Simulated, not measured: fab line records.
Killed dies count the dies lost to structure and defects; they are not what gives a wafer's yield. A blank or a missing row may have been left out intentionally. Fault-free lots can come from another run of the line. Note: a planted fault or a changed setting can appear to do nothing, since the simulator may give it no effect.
Split-lot trial    flow n5Finfet    21 wafers read from 7 lots, route of 1938 steps

== ON THE SPLIT ==
At N5_BEOL_M1_COAT_22 (resist thk 30 nm), the setting spinRpm was moved away from the recipe's 1500 rpm on 4 of the 21 wafers read, by -10.5% to +8.1%. This setting was run at the recipe's value on the other wafers.

== FROM THE SPLIT TO THE READING: what the file shows between them, 4 steps ==
- N5_BEOL_M1_EBR_24
- N5_BEOL_M1_SOFTBAKE_23: time 60 s
- N5_BEOL_M1_EXPOSE_25: exposes mask V0, defocus 5 nm, target cd 24 nm
- N5_BEOL_M1_PEB_26: peb time 60 s

== THE READING ==
CAR-EUV_of_BEOL_M1_COAT_22.thkNm (the simulator's own value, which no gauge read), in nm, at N5_BEOL_M1_DEVELOP_27 (develop time 30 s). There is no usual value for it anywhere in the file.

wafer   tool, chamber at the split  spinRpm as run, rpm  against the recipe  CAR-EUV_of_BEOL_M1_COAT_22.thkNm, nm  against lot-mates on the recipe
L074.3  lithoTrack-03, 0            1392                 -7.2%               30.6                                  +1.0
L074.4  lithoTrack-03, 0            1500                 recipe              29.6                                  -
L074.6  lithoTrack-03, 0            1500                 recipe              29.6                                  -
L075.1  lithoTrack-01, 0            1500                 recipe              29.6                                  -
L075.3  lithoTrack-01, 0            1500                 recipe              29.6                                  -
L075.4  lithoTrack-01, 0            1500                 recipe              29.6                                  -
L079.1  lithoTrack-01, 0            1500                 recipe              29.6                                  -
L079.3  lithoTrack-01, 0            1500                 recipe              29.6                                  -
L079.6  lithoTrack-01, 0            1342                 -10.5%              31.2                                  +1.6
L083.2  lithoTrack-02, 0            1500                 recipe              29.6                                  -
L083.4  lithoTrack-02, 0            1500                 recipe              29.6                                  -
L083.6  lithoTrack-02, 0            1500                 recipe              29.6                                  -
L087.1  lithoTrack-01, 0            1500                 recipe              29.6                                  -
L087.4  lithoTrack-01, 0            1500                 recipe              29.6                                  -
L087.6  lithoTrack-01, 0            1568                 +4.5%               29                                    -0.6
L090.3  lithoTrack-02, 0            1500                 recipe              29.6                                  -
L090.4  lithoTrack-02, 0            1500                 recipe              29.6                                  -
L090.5  lithoTrack-02, 0            1500                 recipe              29.6                                  -
L091.2  lithoTrack-02, 0            1622                 +8.1%               28.4                                  -1.2
L091.5  lithoTrack-02, 0            1500                 recipe              29.6                                  -
L091.6  lithoTrack-02, 0            1500                 recipe              29.6                                  -

FIT RESULTS
A straight line over all 21 wafers: CAR-EUV_of_BEOL_M1_COAT_22.thkNm changes by -0.146 nm for each +1% of spinRpm; r = -1.00; the points scatter about the line by 0.023 nm.
The same after taking each lot's own level away (the mean of its wafers on the recipe; 21 wafers): -0.146 nm for each +1%; r = -1.00; scatter 0.023 nm.
That fit puts the effect of the largest move of spinRpm on the reading at 1.5 nm.
The lots' own levels span 29.60 to 29.60 nm.
So the lot-to-lot level changes the slope little: the two slopes agree.
Check: +1.49 nm against its lot-mates is what the line predicts for one of the wafers moved furthest among these (-10.5%) when that wafer is left out of the fit. Against them it came out at +1.6 nm.

== ADDITIONAL SPLITS CARRIED BY THESE WAFERS ==
Before the reading, these wafers also passed through other splits. Each is held against what the fit with the lots' levels taken away leaves over:
other split on the same wafers           wafers away from the commonest value  r with CAR-EUV_of_BEOL_M1_COAT_22.thkNm (lot level and that fit taken away)
N5_MOL_CONTACT_COAG_ALD_27 timeS         7                                     +0.01
N5_BEOL_M0_SAQP_PECVD_96 timeS           7                                     +0.05
N5_BEOL_M0_SAQP_EXPOSE_11 doseMj         5                                     -0.03
N5_BEOL_M0_TRENCH_ETCH_107 targetDepthA  8                                     +0.25

== THE WHOLE CHAIN: every reading that the file lists as answering this split, in the file's order ==
step                   what it does       reading                                                                            change (the file's fit)                r (the file's)
N5_BEOL_M1_COAT_22     resist thk 30 nm   CAR-EUV_of_BEOL_M1_COAT_22.thkNm (the simulator's own value, which no gauge read)  -0.157 nm for each +1% of the setting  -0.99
N5_BEOL_M1_DEVELOP_27  develop time 30 s  CAR-EUV_of_BEOL_M1_COAT_22.thkNm (the simulator's own value, which no gauge read)  -0.146 nm for each +1% of the setting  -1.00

== THE FILE'S OWN FIT ==
CAR-EUV_of_BEOL_M1_COAT_22.thkNm changes by -0.146 nm for each +1% of spinRpm, r = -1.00.
